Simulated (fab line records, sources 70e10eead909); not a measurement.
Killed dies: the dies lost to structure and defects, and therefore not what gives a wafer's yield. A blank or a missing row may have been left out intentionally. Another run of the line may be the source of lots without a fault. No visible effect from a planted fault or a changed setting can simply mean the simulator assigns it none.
Chamber matching || flow nand harc || 4 sister chambers for NHARC_P_GATE_DESCUM_93 on rie diel-03
The step chemistry O2, time 3 s. 7 wafers are shown with their chamber, then 8 later ones without.

WAFERS, EACH WITH ITS CHAMBER
{"wafer": "L076.5", "chamber": 3, "showerhead plenum p Torr (Torr)": 1.81, "drypump motor current A (A)": 5.3}
{"wafer": "L083.5", "chamber": 2, "showerhead plenum p Torr (Torr)": 2.06, "drypump motor current A (A)": 5.2}
{"wafer": "L083.6", "chamber": 1, "showerhead plenum p Torr (Torr)": 2.02, "drypump motor current A (A)": 4.7}
{"wafer": "L087.1", "chamber": 2, "showerhead plenum p Torr (Torr)": 2.06, "drypump motor current A (A)": 5.2}
{"wafer": "L087.2", "chamber": 1, "showerhead plenum p Torr (Torr)": 2.01, "drypump motor current A (A)": 4.7}
{"wafer": "L087.3", "chamber": 0, "showerhead plenum p Torr (Torr)": 1.96, "drypump motor current A (A)": 5.7}
{"wafer": "L088.2", "chamber": 0, "showerhead plenum p Torr (Torr)": 1.96, "drypump motor current A (A)": 5.8}

WAFERS WITH NO CHAMBER GIVEN
{"wafer": "L088.4", "showerhead plenum p Torr (Torr)": 2.06, "drypump motor current A (A)": 5.2}
{"wafer": "L088.5", "showerhead plenum p Torr (Torr)": 2.01, "drypump motor current A (A)": 4.7}
{"wafer": "L089.3", "showerhead plenum p Torr (Torr)": 2.06, "drypump motor current A (A)": 5.2}
{"wafer": "L089.4", "showerhead plenum p Torr (Torr)": 2.01, "drypump motor current A (A)": 4.7}
{"wafer": "L089.6", "showerhead plenum p Torr (Torr)": 2.01, "drypump motor current A (A)": 4.7}
{"wafer": "L095.2", "showerhead plenum p Torr (Torr)": 1.80, "drypump motor current A (A)": 5.3}
{"wafer": "L095.5", "showerhead plenum p Torr (Torr)": 1.80, "drypump motor current A (A)": 5.3}
{"wafer": "L095.6", "showerhead plenum p Torr (Torr)": 1.96, "drypump motor current A (A)": 5.8}

WHICH CHAMBER EACH ONE RAN IN
{"wafer": "L088.4", "from the rows above": 2, "in truth": 2}
{"wafer": "L088.5", "from the rows above": 1, "in truth": 1}
{"wafer": "L089.3", "from the rows above": 2, "in truth": 2}
{"wafer": "L089.4", "from the rows above": 1, "in truth": 1}
{"wafer": "L089.6", "from the rows above": 1, "in truth": 1}
{"wafer": "L095.2", "from the rows above": 3, "in truth": 3}
{"wafer": "L095.5", "from the rows above": 3, "in truth": 3}
{"wafer": "L095.6", "from the rows above": 0, "in truth": 0}
Correct placement for 8 of the 8. Left unplaced by these rows: 0. Wrongly placed: 0.
How it was worked out, from the rows above alone: a wafer's distance from a chamber is the root of the sum, over the readings, of the square of ((its reading less the chamber's mean) divided by the reading's scatter). The wafer belongs to the nearest chamber; if the next one is less than 2 further off, it can't be placed. The mean given for a chamber averages the wafers shown for that chamber. The scatter: the root of (the sum of the squares of (reading less its chamber's mean) over the shown wafers, divided by (wafers less chambers)).
